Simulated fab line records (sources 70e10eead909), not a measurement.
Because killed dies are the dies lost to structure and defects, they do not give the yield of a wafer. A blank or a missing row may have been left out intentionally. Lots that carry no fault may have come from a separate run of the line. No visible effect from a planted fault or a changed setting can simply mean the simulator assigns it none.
Chamber matching ; flow nandHarc ; NHARC_HYBRID_BOND_ACTIVATE_00 on rieDiel-01 has 4 sister chambers
The step chemistry N2, time 60 s. 8 wafers are shown with their chamber, then 7 later ones without.

== WAFERS, EACH WITH ITS CHAMBER ==
wafer;chamber;drypumpMotorCurrentA (A);oesProductAu (a.u.)
L076.1;3;5.4;0.992
L078.1;1;6.1;1.015
L078.5;2;5.1;0.991
L083.1;1;6.1;0.995
L083.2;2;5.1;0.980
L083.3;3;5.5;0.986
L083.4;0;5.9;1.012
L083.5;0;5.9;1.010

== WAFERS MISSING THEIR CHAMBER ==
wafer;drypumpMotorCurrentA (A);oesProductAu (a.u.)
L083.6;6.1;0.989
L090.2;6.1;0.991
L090.3;5.9;0.999
L090.4;5.1;0.997
L094.1;5.1;0.992
L094.5;5.5;0.983
L094.6;5.2;0.996

== THE CHAMBER EACH PASSED THROUGH ==
wafer;from the rows above;in truth
L083.6;1;1
L090.2;1;1
L090.3;0;0
L090.4;2;2
L094.1;2;2
L094.5;3;3
L094.6;2;2
Correct placement for 7 of the 7. Left unplaced by these rows: 0. 0 placed wrongly.
How it was worked out, from the rows above alone: a wafer's distance from a chamber is the root of the sum, over the readings, of the square of ((its reading less the chamber's mean) divided by the reading's scatter). If the next closest chamber is less than 2 further off than the closest, the wafer can't be placed; otherwise it belongs to the closest. A chamber's mean is the mean of its shown wafers. The scatter: take each reading less its chamber's mean, square it, sum over the shown wafers, divide by the number of wafers less the number of chambers, and take the root.
